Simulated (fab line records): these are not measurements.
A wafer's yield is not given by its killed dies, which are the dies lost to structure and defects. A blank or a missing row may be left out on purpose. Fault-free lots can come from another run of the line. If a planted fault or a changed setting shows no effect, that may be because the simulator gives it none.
fab line records	flow n5Finfet
[record] lots = 24	wafers = 72	lastDay = 19
route steps=1938 shown BEOL_M1@793
lots untouched by any fault: they come from a run of this same line in which no faults occurred
startH: start of the lot's first displayed wafer, in hours after the record's first day	waitH: time in hours since the lot's previous step	" the same as in the row above	L1.1+2: one row covering several wafers at once	- no value present, or no start provided	* or withheld: withheld	< > ~ a bound
route shown NAME@n: a module of which the file shows steps, and the number in the route of the first	usual: mean/standard deviation of fault-free wafers	same: alike in all rows	chamber/n: place in a boat	sites: readings site by site	_std_site: standard deviation of those values	_edge_site: the outer-site mean with the inner-site mean subtracted	radiusMm: how far each site lies from the wafer's centre	mask NAME#n: copy n	behind: the tool/chamber that last shaped the wafer	hold: cause of the lot's hold/its duration in hours/its outcome	device: which transistor (n, p or np) failed to switch	end of line: the route-end tests of the same wafers	a step given without rows: its recipe and nothing more	killed: count of dies lost to structure and defects at first sort (not the wafer's yield)	map: a wafer's dies, marking killed ones x, the rest . and places with no die _
set.NAME: setting as actually run; set.NAME@STEP: the setting as run at that earlier step	model.NAME: the simulator's own value behind a step, which no gauge read
steps of the route over a sample of lots; a table a step, a row a wafer
services: when a tool's chamber went out of use (startH, in hours from the record's first day, below 0 if earlier), for how many hours, and the reason
[[steps]]
[step N5_BEOL_M1_ETCHBACK_99]
[recipe] chemistry = CHF3	target = SiO2	targetDepthA = 50	timeS = 10.4	sourceW = 215	biasW = 47	Ar_flow_sccm = 200	CHF3_flow_sccm = 12	ionEnergyEv = 100	pressureMtorr = 30
[usual] drypumpMotorCurrentA = 5.6/0.69	mfcArSccm = 200.1/0.58	oesProductAu = 0.75/0.066	rfVppV = 242/5	showerheadPlenumPTorr = 2.17/0.067	throttleValvePct = 17.21/0.22
lot.wafer	tool	chamber	startH	waitH	drypumpMotorCurrentA	mfcArSccm	oesProductAu	rfHoursCounterH	rfVppV	showerheadPlenumPTorr	throttleValvePct
L074.1	rieDiel-06	1	131.49	1.7	5.4	200.2	0.73	175	241	2.13	17.12
L074.3	"	3	"	"	5.5	199.4	0.76	160	239	2.16	17.23
L074.5	"	3	"	"	5.4	200.0	0.76	-	237	2.16	17.23
L075.2	rieDiel-05	2	134.75	0.1	5.3	200.1	0.72	197	240	2.23	17.18
L075.4	"	0	"	"	6.7	199.2	0.71	188	245	2.06	17.53
L075.5	"	0	"	"	6.7	198.9	0.71	-	242	2.06	17.51
L076.3	rieDiel-01	1	143.88	8.9	5.2	199.4	0.70	215	242	2.23	17.11
L076.4	"	3	"	"	4.7	199.8	0.71	213	242	2.13	17.35
L076.6	"	2	"	"	5.6	200.0	0.78	-	249	2.16	17.29
L077.2	rieDiel-01	2	147.14	0.9	5.6	200.0	0.77	139	250	2.16	17.31
L077.4	"	3	"	"	4.7	200.7	0.71	214	243	2.13	17.35
L077.5	"	1	"	"	5.2	200.3	0.69	-	243	2.23	17.11
L078.1	rieDiel-01	3	152.32	0.1	4.8	200.2	0.71	216	243	2.13	17.34
L078.3	"	0	"	"	5.0	199.6	0.77	149	250	2.23	17.25
L078.5	"	0	"	"	5.0	199.5	0.77	-	251	2.23	17.25
L079.1	rieDiel-05	3	155.32	1.0	4.9	198.9	0.95	10	239	2.28	16.95
L079.2	"	2	"	"	5.3	200.2	0.70	203	241	2.23	17.17
L079.6	"	0	"	"	6.7	199.9	0.71	-	244	2.06	17.53
L080.2	rieDiel-06	1	161.76	4.2	5.4	200.7	0.71	186	242	2.13	17.13
L080.3	"	0	"	"	6.4	199.1	0.83	71	236	2.25	16.74
L080.4	"	3	"	"	5.4	201.1	0.74	175	237	2.16	17.24
L082.2	rieDiel-01	3	166.61	1.3	4.7	200.6	0.71	220	242	2.13	17.35
L082.3	"	0	"	"	5.0	199.7	0.77	154	250	2.23	17.26
L082.4	"	2	"	"	5.6	200.0	0.77	145	250	2.16	17.32
L081.2	rieDiel-01	1	175.23	0.8	5.2	199.9	0.68	225	242	2.22	17.12
L081.3	"	2	"	"	5.6	199.3	0.77	148	249	2.16	17.33
L081.5	"	3	"	"	4.7	199.1	0.71	-	244	2.12	17.37
L083.1	rieDiel-05	0	175.33	0.5	6.7	200.9	0.70	203	244	2.06	17.54
L083.2	"	3	"	"	4.9	199.8	0.92	17	239	2.28	16.96
L083.4	"	3	"	"	4.9	199.8	0.93	-	238	2.28	16.97
L084.1	rieDiel-01	0	184.90	2.0	5.0	199.4	0.76	161	251	2.23	17.27
L084.2	"	1	"	"	5.2	200.1	0.69	229	244	2.22	17.12
L084.4	"	2	"	"	5.6	200.5	0.76	152	248	2.16	17.34
L085.2	rieDiel-05	0	249.86	0.4	6.7	200.8	0.69	231	243	2.05	17.61
L085.4	"	1	"	"	6.7	200.1	0.71	186	234	2.07	17.38
L085.6	"	3	"	"	4.9	199.6	0.87	-	238	2.27	17.02
L088.2	rieDiel-01	3	250.02	0.5	4.7	199.8	0.69	250	243	2.11	17.42
L088.3	"	2	"	"	5.6	198.4	0.75	174	249	2.15	17.36
L088.5	"	3	"	"	4.7	200.6	0.69	-	241	2.12	17.42
L095.2	rieDiel-06	3	250.50	0.1	5.4	200.5	0.73	193	239	2.15	17.30
L095.5	"	1	"	"	5.4	200.1	0.71	-	242	2.12	17.17
L095.6	"	0	"	"	6.4	200.3	0.81	-	238	2.25	16.78
L094.3	rieDiel-05	0	252.62	2.2	6.7	200.0	0.69	232	244	2.05	17.60
L094.4	"	2	"	"	5.3	199.4	0.68	230	241	2.22	17.26
L094.5	"	1	"	"	6.7	200.7	0.71	-	235	2.07	17.38
L089.3	rieDiel-01	0	252.86	0.1	5.1	199.9	0.75	184	251	2.22	17.31
L089.5	"	3	"	"	4.7	200.2	0.68	-	242	2.11	17.41
L089.6	"	2	"	"	5.5	199.2	0.74	-	250	2.15	17.37
L090.1	rieDiel-06	3	255.01	0.1	5.5	200.0	0.72	194	239	2.15	17.29
L090.3	"	1	"	"	5.4	200.3	0.70	209	241	2.12	17.18
L090.6	"	3	"	"	5.4	200.6	0.72	-	238	2.15	17.29
L091.1	rieDiel-06	2	255.92	0.1	6.5	201.0	0.88	27	239	2.12	16.79
L091.2	"	0	"	"	6.4	200.9	0.81	94	237	2.25	16.79
L091.3	"	1	"	"	5.4	200.4	0.70	209	242	2.12	17.18
L092.2	rieDiel-01	2	256.07	0.1	5.6	201.1	0.74	177	251	2.15	17.37
L092.4	"	3	"	"	4.7	200.0	0.69	-	242	2.11	17.42
L092.6	"	2	"	"	5.5	200.8	0.74	-	250	2.15	17.38
L087.1	rieDiel-06	0	256.37	0.2	6.4	200.1	0.80	94	238	2.25	16.78
L087.2	"	3	"	"	5.5	201.4	0.72	195	238	2.15	17.27
L087.3	"	1	"	"	5.4	198.9	0.69	209	243	2.12	17.17
L093.2	rieDiel-06	0	258.98	1.2	6.4	200.1	0.81	96	236	2.25	16.81
L093.3	"	3	"	"	5.5	200.9	0.72	196	239	2.15	17.30
L093.6	"	1	"	"	5.4	199.3	0.69	-	241	2.12	17.18
L086.3	rieDiel-01	2	262.27	3.7	5.6	199.9	0.74	180	249	2.15	17.39
L086.4	"	0	"	"	5.0	200.4	0.75	-	250	2.22	17.32
L086.5	"	3	"	"	4.7	200.3	0.69	-	242	2.11	17.42
L096.1	rieDiel-05	1	262.35	3.7	6.7	199.7	0.70	189	235	2.07	17.37
L096.4	"	0	"	"	6.7	200.4	0.69	234	243	2.05	17.60
L096.5	"	2	"	"	5.3	199.5	0.68	-	240	2.22	17.24
L097.1	rieDiel-05	3	279.97	10.4	5.0	200.9	0.87	51	237	2.27	17.03
L097.3	"	2	"	"	5.3	199.2	0.68	236	241	2.22	17.24
L097.6	"	3	"	"	5.0	199.9	0.87	-	237	2.27	17.03
[step N5_BEOL_M1_VIA_ETCH_34]
[recipe] chemistry = C4F6/O2	targetDepthA = 678	maskMaterial = SOC	pressureMtorr = 15	ionEnergyEv = 250	taperDeg = 4	timeS = 64.4	sourceW = 350	biasW = 170	Ar_flow_sccm = 300	C4F6_flow_sccm = 10	O2_flow_sccm = 10
[usual] drypumpMotorCurrentA = 5.6/0.69	mfcArSccm = 300.0/0.85	oesProductAu = 0.75/0.067	rfVppV = 670/14	showerheadPlenumPTorr = 2.86/0.086	throttleValvePct = 30.89/0.29
lot.wafer	tool	chamber	startH	waitH	drypumpMotorCurrentA	mfcArSccm	oesProductAu	rfHoursCounterH	rfVppV	showerheadPlenumPTorr	throttleValvePct
L074.1	rieDiel-06	1	131.63	0.0	5.4	300.8	0.73	175	667	2.82	30.68
L074.3	"	3	"	"	5.4	300.7	0.75	160	661	2.86	30.95
L074.5	"	3	"	"	5.4	299.4	0.75	-	658	2.86	30.96
L075.2	rieDiel-05	2	134.89	0.0	5.3	300.5	0.71	197	666	2.95	30.91
L075.4	"	0	"	"	6.7	300.0	0.71	188	673	2.73	31.25
L075.5	"	0	"	"	6.7	299.2	0.71	-	672	2.73	31.25
L076.3	rieDiel-01	1	144.02	0.0	5.2	299.7	0.71	215	672	2.94	30.66
L076.4	"	3	"	"	4.7	300.2	0.71	214	669	2.81	31.05
L076.6	"	2	"	"	5.6	299.8	0.78	-	689	2.85	31.06
L077.2	rieDiel-01	2	147.28	0.0	5.6	299.6	0.77	139	688	2.85	31.06
L077.4	"	3	"	"	4.7	299.9	0.72	214	670	2.81	31.06
L077.5	"	1	"	"	5.2	298.4	0.70	-	674	2.94	30.66
L078.1	rieDiel-01	3	152.45	0.0	4.7	300.6	0.71	216	668	2.81	31.06
L078.3	"	0	"	"	5.0	299.1	0.78	149	694	2.94	30.92
L078.5	"	0	"	"	5.0	297.3	0.78	-	693	2.94	30.94
L079.1	rieDiel-05	3	155.46	0.0	5.0	299.7	0.93	10	659	3.01	30.66
L079.2	"	2	"	"	5.3	299.5	0.70	203	665	2.94	30.92
L079.6	"	0	"	"	6.7	300.1	0.70	-	672	2.73	31.25
L080.2	rieDiel-06	1	161.90	0.0	5.4	301.4	0.72	186	668	2.81	30.69
L080.3	"	0	"	"	6.3	301.3	0.82	71	656	2.97	30.22
L080.4	"	3	"	"	5.4	300.5	0.75	175	659	2.85	30.97
L082.2	rieDiel-01	3	166.75	0.0	4.7	301.0	0.71	220	669	2.81	31.07
L082.3	"	0	"	"	5.0	299.9	0.77	154	694	2.94	30.94
L082.4	"	2	"	"	5.6	300.5	0.77	145	688	2.85	31.07
L081.2	rieDiel-01	1	175.37	0.0	5.2	301.5	0.69	225	673	2.93	30.68
L081.3	"	2	"	"	5.6	300.7	0.76	148	688	2.85	31.06
L081.5	"	3	"	"	4.7	300.8	0.71	-	669	2.80	31.07
L083.1	rieDiel-05	0	175.47	0.0	6.7	299.0	0.71	203	673	2.72	31.27
L083.2	"	3	"	"	4.9	301.1	0.94	17	659	3.01	30.64
L083.4	"	3	"	"	5.0	299.8	0.93	-	661	3.01	30.66
L084.1	rieDiel-01	0	185.03	0.0	5.0	300.5	0.76	161	693	2.94	30.95
L084.2	"	1	"	"	5.2	299.4	0.69	229	673	2.93	30.69
L084.4	"	2	"	"	5.6	300.5	0.76	152	688	2.85	31.07
L085.2	rieDiel-05	0	250.00	0.0	6.7	300.6	0.69	231	672	2.71	31.30
L085.4	"	1	"	"	6.7	299.1	0.71	186	650	2.74	31.29
L085.6	"	3	"	"	4.9	299.1	0.88	-	659	2.99	30.68
L088.2	rieDiel-01	3	250.16	0.0	4.7	300.7	0.69	250	670	2.79	31.11
L088.3	"	2	"	"	5.6	299.5	0.75	174	689	2.84	31.10
L088.5	"	3	"	"	4.7	299.8	0.69	-	670	2.79	31.10
L095.2	rieDiel-06	3	250.63	0.0	5.5	299.2	0.72	193	659	2.84	31.00
L095.5	"	1	"	"	5.4	302.2	0.70	-	667	2.81	30.71
L095.6	"	0	"	"	6.4	298.5	0.80	-	656	2.96	30.25
L094.3	rieDiel-05	0	252.76	0.0	6.7	299.5	0.68	232	673	2.71	31.30
L094.4	"	2	"	"	5.3	300.8	0.68	230	666	2.93	30.93
L094.5	"	1	"	"	6.7	300.1	0.70	-	649	2.74	31.27
L089.3	rieDiel-01	0	252.99	0.0	5.0	300.6	0.75	184	694	2.93	30.99
L089.5	"	3	"	"	4.7	299.5	0.69	-	670	2.79	31.10
L089.6	"	2	"	"	5.5	299.9	0.74	-	688	2.84	31.08
L090.1	rieDiel-06	3	255.15	0.0	5.5	298.8	0.72	194	659	2.84	30.98
L090.3	"	1	"	"	5.4	299.7	0.69	209	667	2.80	30.71
L090.6	"	3	"	"	5.4	298.8	0.72	-	656	2.84	30.98
L091.1	rieDiel-06	2	256.06	0.0	6.5	300.3	0.88	27	659	2.80	30.57
L091.2	"	0	"	"	6.4	300.3	0.80	94	657	2.96	30.24
L091.3	"	1	"	"	5.4	300.1	0.70	209	667	2.80	30.70
L092.2	rieDiel-01	2	256.21	0.0	5.5	299.6	0.73	177	688	2.84	31.10
L092.4	"	3	"	"	4.7	301.1	0.69	-	670	2.79	31.10
L092.6	"	2	"	"	5.6	300.0	0.74	-	687	2.84	31.10
L087.1	rieDiel-06	0	256.50	0.0	6.4	300.3	0.80	94	657	2.96	30.24
L087.2	"	3	"	"	5.4	300.3	0.72	195	659	2.84	30.99
L087.3	"	1	"	"	5.4	299.5	0.70	209	667	2.80	30.70
L093.2	rieDiel-06	0	259.12	0.0	6.4	299.8	0.80	96	657	2.96	30.24
L093.3	"	3	"	"	5.5	299.1	0.72	197	657	2.84	31.00
L093.6	"	1	"	"	5.4	299.9	0.69	-	668	2.80	30.72
L086.3	rieDiel-01	2	262.41	0.0	5.6	300.3	0.74	180	689	2.83	31.10
L086.4	"	0	"	"	5.0	300.3	0.74	-	693	2.93	30.98
L086.5	"	3	"	"	4.7	300.7	0.69	-	669	2.79	31.12
L096.1	rieDiel-05	1	262.49	0.0	6.7	300.5	0.71	189	649	2.74	31.28
L096.4	"	0	"	"	6.7	300.3	0.68	234	672	2.71	31.32
L096.5	"	2	"	"	5.3	300.4	0.68	-	666	2.93	30.94
L097.1	rieDiel-05	3	280.10	0.0	4.9	300.0	0.87	51	659	2.99	30.68
L097.3	"	2	"	"	5.3	300.4	0.68	236	667	2.93	30.95
L097.6	"	3	"	"	4.9	299.6	0.87	-	658	2.99	30.69
[step N5_BEOL_M1_SURFACE_TREAT_85]
[recipe] gas = Ar	timeS = *	ionEnergyEv = *	ionCurrentMaCm2 = 0.5	pressureMtorr = *	arFlowSccm = 30
[usual] throttleValvePct = *
lot.wafer	tool	chamber	startH	waitH	throttleValvePct
L074.1	pvdSputter-01	-	132.57	0.1	*
L074.3	"	-	"	"	*
L074.5	"	-	"	"	*
L075.2	pvdSputter-02	-	135.71	0.2	*
L075.4	"	-	"	"	*
L075.5	"	-	"	"	*
L076.3	pvdSputter-02	-	145.12	0.2	*
L076.4	"	-	"	"	*
L076.6	"	-	"	"	*
L077.2	pvdSputter-01	-	148.29	0.2	*
L077.4	"	-	"	"	*
L077.5	"	-	"	"	*
L078.1	pvdSputter-03	-	153.30	0.1	*
L078.3	"	-	"	"	*
L078.5	"	-	"	"	*
L079.1	pvdSputter-03	-	156.73	0.1	*
L079.2	"	-	"	"	*
L079.6	"	-	"	"	*
L080.2	pvdSputter-02	-	162.97	0.2	*
L080.3	"	-	"	"	*
L080.4	"	-	"	"	*
L082.2	pvdSputter-03	-	167.59	0.1	*
L082.3	"	-	"	"	*
L082.4	"	-	"	"	*
L081.2	pvdSputter-03	-	176.32	0.1	*
L081.3	"	-	"	"	*
L081.5	"	-	"	"	*
L083.1	pvdSputter-01	-	176.40	0.1	*
L083.2	"	-	"	"	*
L083.4	"	-	"	"	*
L084.1	pvdSputter-03	-	186.11	0.1	*
L084.2	"	-	"	"	*
L084.4	"	-	"	"	*
L085.2	pvdSputter-01	-	250.78	0.1	*
L085.4	"	-	"	"	*
L085.6	"	-	"	"	*
L088.2	pvdSputter-01	-	251.00	0.2	*
L088.3	"	-	"	"	*
L088.5	"	-	"	"	*
L095.2	pvdSputter-02	-	251.56	0.3	*
L095.5	"	-	"	"	*
L095.6	"	-	"	"	*
L094.3	pvdSputter-01	-	253.82	0.2	*
L094.4	"	-	"	"	*
L094.5	"	-	"	"	*
L089.3	pvdSputter-03	-	254.35	0.3	*
L089.5	"	-	"	"	*
L089.6	"	-	"	"	*
L090.1	pvdSputter-01	-	256.02	0.2	*
L090.3	"	-	"	"	*
L090.6	"	-	"	"	*
L091.1	pvdSputter-02	-	256.89	0.2	*
L091.2	"	-	"	"	*
L091.3	"	-	"	"	*
L092.2	pvdSputter-02	-	257.09	0.2	*
L092.4	"	-	"	"	*
L092.6	"	-	"	"	*
L087.1	pvdSputter-02	-	257.53	0.4	*
L087.2	"	-	"	"	*
L087.3	"	-	"	"	*
L093.2	pvdSputter-03	-	260.61	0.4	*
L093.3	"	-	"	"	*
L093.6	"	-	"	"	*
L086.3	pvdSputter-02	-	263.49	0.2	*
L086.4	"	-	"	"	*
L086.5	"	-	"	"	*
L096.1	pvdSputter-02	-	263.53	0.1	*
L096.4	"	-	"	"	*
L096.5	"	-	"	"	*
L097.1	pvdSputter-02	-	281.35	0.2	*
L097.3	"	-	"	"	*
L097.6	"	-	"	"	*
[step N5_BEOL_M1_ANNEAL_91]
[recipe] tempC = 400	timeS = 240	ambient = vacuum
[usual] heaterPowerW = 829/46
lot.wafer	tool	chamber	startH	waitH	heaterPowerW
L074.1	pvdSputter-01	-	134.04	0.0	785
L074.3	"	-	"	"	815
L074.5	"	-	"	"	810
L075.2	pvdSputter-02	-	137.21	0.0	843
L075.4	"	-	"	"	807
L075.5	"	-	"	"	766
L076.3	pvdSputter-01	-	146.62	0.0	857
L076.4	"	-	"	"	747
L076.6	"	-	"	"	828
L077.2	pvdSputter-02	-	149.71	0.0	794
L077.4	"	-	"	"	769
L077.5	"	-	"	"	776
L078.1	pvdSputter-02	-	154.83	0.0	791
L078.3	"	-	"	"	775
L078.5	"	-	"	"	787
L079.1	pvdSputter-02	-	158.21	0.0	893
L079.2	"	-	"	"	802
L079.6	"	-	"	"	785
L080.2	pvdSputter-01	-	164.60	0.0	822
L080.3	"	-	"	"	767
L080.4	"	-	"	"	802
L082.2	pvdSputter-03	-	168.99	0.0	882
L082.3	"	-	"	"	822
L082.4	"	-	"	"	901
L081.2	pvdSputter-01	-	177.78	0.0	873
L081.3	"	-	"	"	748
L081.5	"	-	"	"	858
L083.1	pvdSputter-03	-	177.90	0.0	817
L083.2	"	-	"	"	920
L083.4	"	-	"	"	866
L084.1	pvdSputter-01	-	187.54	0.0	850
L084.2	"	-	"	"	830
L084.4	"	-	"	"	751
L085.2	pvdSputter-01	-	252.22	0.0	843
L085.4	"	-	"	"	750
L085.6	"	-	"	"	796
L088.2	pvdSputter-03	-	252.45	0.0	906
L088.3	"	-	"	"	882
L088.5	"	-	"	"	797
L095.2	pvdSputter-02	-	253.98	0.0	847
L095.5	"	-	"	"	777
L095.6	"	-	"	"	786
L094.3	pvdSputter-01	-	255.36	0.0	810
L094.4	"	-	"	"	874
L094.5	"	-	"	"	828
L089.3	pvdSputter-02	-	255.92	0.0	785
L089.5	"	-	"	"	872
L089.6	"	-	"	"	766
L090.1	pvdSputter-03	-	257.45	0.0	809
L090.3	"	-	"	"	901
L090.6	"	-	"	"	887
L091.1	pvdSputter-01	-	258.29	0.0	807
L091.2	"	-	"	"	757
L091.3	"	-	"	"	863
L092.2	pvdSputter-02	-	258.75	0.0	830
L092.4	"	-	"	"	777
L092.6	"	-	"	"	879
L087.1	pvdSputter-03	-	259.29	0.0	908
L087.2	"	-	"	"	814
L087.3	"	-	"	"	880
L093.2	pvdSputter-03	-	262.03	0.0	821
L093.3	"	-	"	"	888
L093.6	"	-	"	"	913
L086.3	pvdSputter-01	-	264.99	0.0	811
L086.4	"	-	"	"	822
L086.5	"	-	"	"	816
L096.1	pvdSputter-03	-	265.17	0.0	863
L096.4	"	-	"	"	920
L096.5	"	-	"	"	826
L097.1	pvdSputter-01	-	283.19	0.0	868
L097.3	"	-	"	"	802
L097.6	"	-	"	"	804
[step N5_BEOL_M1_SPUTTER_96]
[recipe] material = Cu	targetThkA = 45	tempC = -20	chamberPressurePa = 0.07	powerW = withheld	timeS = 8.29
[usual] throttleValvePct = 29.9/0.95
lot.wafer	tool	chamber	startH	waitH	throttleValvePct
L074.1	pvdSputter-01	-	134.62	0.1	30.0
L074.3	"	-	"	"	30.1
L074.5	"	-	"	"	30.1
L075.2	pvdSputter-02	-	137.84	0.1	29.2
L075.4	"	-	"	"	30.5
L075.5	"	-	"	"	30.6
L076.3	pvdSputter-01	-	147.25	0.1	30.0
L076.4	"	-	"	"	31.5
L076.6	"	-	"	"	30.2
L077.2	pvdSputter-02	-	150.29	0.1	28.8
L077.4	"	-	"	"	30.7
L077.5	"	-	"	"	30.4
L078.1	pvdSputter-02	-	155.41	0.1	29.0
L078.3	"	-	"	"	30.5
L078.5	"	-	"	"	29.2
L079.1	pvdSputter-02	-	158.79	0.1	29.2
L079.2	"	-	"	"	28.4
L079.6	"	-	"	"	30.6
L080.2	pvdSputter-01	-	165.18	0.1	30.4
L080.3	"	-	"	"	31.3
L080.4	"	-	"	"	30.2
L082.2	pvdSputter-03	-	169.57	0.1	30.7
L082.3	"	-	"	"	31.2
L082.4	"	-	"	"	28.3
L081.2	pvdSputter-01	-	178.36	0.1	30.4
L081.3	"	-	"	"	31.4
L081.5	"	-	"	"	30.0
L083.1	pvdSputter-03	-	178.48	0.1	31.2
L083.2	"	-	"	"	28.4
L083.4	"	-	"	"	29.0
L084.1	pvdSputter-01	-	188.12	0.1	30.2
L084.2	"	-	"	"	30.1
L084.4	"	-	"	"	31.3
L085.2	pvdSputter-01	-	252.80	0.1	30.3
L085.4	"	-	"	"	31.5
L085.6	"	-	"	"	30.2
L088.2	pvdSputter-03	-	253.03	0.1	28.1
L088.3	"	-	"	"	29.0
L088.5	"	-	"	"	31.3
L095.2	pvdSputter-02	-	254.56	0.1	29.0
L095.5	"	-	"	"	30.4
L095.6	"	-	"	"	29.0
L094.3	pvdSputter-01	-	255.94	0.1	30.3
L094.4	"	-	"	"	30.3
L094.5	"	-	"	"	30.3
L089.3	pvdSputter-02	-	256.50	0.1	30.7
L089.5	"	-	"	"	29.2
L089.6	"	-	"	"	29.0
L090.1	pvdSputter-03	-	258.03	0.1	31.2
L090.3	"	-	"	"	28.6
L090.6	"	-	"	"	30.6
L091.1	pvdSputter-01	-	258.87	0.1	29.8
L091.2	"	-	"	"	31.3
L091.3	"	-	"	"	30.0
L092.2	pvdSputter-02	-	259.33	0.1	28.4
L092.4	"	-	"	"	30.6
L092.6	"	-	"	"	29.2
L087.1	pvdSputter-03	-	259.87	0.1	28.4
L087.2	"	-	"	"	31.3
L087.3	"	-	"	"	28.8
L093.2	pvdSputter-03	-	262.61	0.1	31.2
L093.3	"	-	"	"	31.0
L093.6	"	-	"	"	28.9
L086.3	pvdSputter-01	-	265.57	0.1	30.2
L086.4	"	-	"	"	30.4
L086.5	"	-	"	"	30.1
L096.1	pvdSputter-03	-	265.75	0.1	28.7
L096.4	"	-	"	"	31.0
L096.5	"	-	"	"	31.1
L097.1	pvdSputter-01	-	283.77	0.1	30.4
L097.3	"	-	"	"	30.0
L097.6	"	-	"	"	30.3
[step N5_BEOL_M1_CO_CAP_55]
[recipe] material = Co	targetThkA = 20	tempC = 200	precursor = CCTBA/H2	pressureTorr = 30	timeS = 102.1
[usual] heaterPowerW = 222/18
lot.wafer	tool	chamber	startH	waitH	heaterPowerW
L074.1	cvdCo-02	0	135.52	0.0	247
L074.3	"	0	"	"	247
L074.5	"	0	"	"	245
L075.2	cvdCo-01	0	138.71	0.0	201
L075.4	"	1	"	"	223
L075.5	"	2	"	"	213
L076.3	cvdCo-02	0	148.12	0.0	247
L076.4	"	2	"	"	207
L076.6	"	1	"	"	242
L077.2	cvdCo-02	1	151.15	0.0	241
L077.4	"	2	"	"	208
L077.5	"	1	"	"	244
L078.1	cvdCo-02	1	156.34	0.0	246
L078.3	"	2	"	"	210
L078.5	"	1	"	"	246
L079.1	cvdCo-01	2	159.67	0.0	208
L079.2	"	0	"	"	199
L079.6	"	1	"	"	227
L080.2	cvdCo-02	1	166.04	0.0	246
L080.3	"	2	"	"	205
L080.4	"	2	"	"	204
L082.2	cvdCo-01	0	170.43	0.0	200
L082.3	"	2	"	"	209
L082.4	"	0	"	"	206
L081.2	cvdCo-01	1	179.23	0.0	232
L081.3	"	2	"	"	215
L081.5	"	1	"	"	229
L083.1	cvdCo-02	2	179.45	0.0	200
L083.2	"	0	"	"	250
L083.4	"	1	"	"	246
L084.1	cvdCo-01	0	189.01	0.0	196
L084.2	"	2	"	"	212
L084.4	"	0	"	"	200
L085.2	cvdCo-01	2	253.67	0.0	207
L085.4	"	1	"	"	226
L085.6	"	2	"	"	214
L088.2	cvdCo-02	0	253.90	0.0	242
L088.3	"	1	"	"	244
L088.5	"	2	"	"	206
L095.2	cvdCo-01	1	255.44	0.0	235
L095.5	"	0	"	"	199
L095.6	"	1	"	"	233
L094.3	cvdCo-01	0	256.82	0.0	201
L094.4	"	1	"	"	226
L094.5	"	0	"	"	201
L089.3	cvdCo-01	1	257.39	0.0	229
L089.5	"	0	"	"	204
L089.6	"	1	"	"	228
L090.1	cvdCo-02	0	258.89	0.0	246
L090.3	"	1	"	"	246
L090.6	"	1	"	"	246
L091.1	cvdCo-02	0	259.74	0.0	255
L091.2	"	2	"	"	206
L091.3	"	1	"	"	245
L092.2	cvdCo-01	2	260.19	0.0	210
L092.4	"	2	"	"	218
L092.6	"	0	"	"	206
L087.1	cvdCo-01	2	260.91	0.0	212
L087.2	"	0	"	"	199
L087.3	"	1	"	"	230
L093.2	cvdCo-01	0	263.47	0.0	202
L093.3	"	1	"	"	234
L093.6	"	1	"	"	231
L086.3	cvdCo-01	1	266.46	0.0	224
L086.4	"	0	"	"	205
L086.5	"	2	"	"	211
L096.1	cvdCo-02	1	266.61	0.0	239
L096.4	"	2	"	"	207
L096.5	"	1	"	"	247
L097.1	cvdCo-01	2	284.76	0.0	208
L097.3	"	0	"	"	197
L097.6	"	2	"	"	215
[[services]]
tool	chamber	startH	hours	kind
cvdCo-02	1	117.25	-	clean
cvdCo-02	1	117.25	22.0	scheduledDown
cvdCo-02	1	117.25	22.0	ventCycle
rieDiel-06	2	128.02	-	clean
rieDiel-06	2	128.02	-	consumableReplace:focusRing
rieDiel-06	2	128.02	22.3	scheduledDown
rieDiel-06	2	128.02	22.3	ventCycle
rieDiel-05	2	167.42	14.2	repair
rieDiel-06	-	168.33	28.1	pm
cvdCo-01	-	177.96	0.5	repair
cvdCo-02	-	180.74	0.7	repair
cvdCo-01	0	228.17	7.7	repair
rieDiel-01	1	249.23	-	clean
rieDiel-01	1	249.23	-	consumableReplace:focusRing
rieDiel-01	1	249.23	20.2	scheduledDown
rieDiel-01	1	249.23	20.2	ventCycle
rieDiel-05	-	253.99	4.3	pm
rieDiel-01	3	269.48	-	clean
rieDiel-01	3	269.48	-	consumableReplace:focusRing
rieDiel-01	3	269.48	15.8	scheduledDown
rieDiel-01	3	269.48	15.8	ventCycle
pvdSputter-01	-	273.00	6.9	repair
rieDiel-05	-	284.08	2.4	repair
[[key]]
fault none
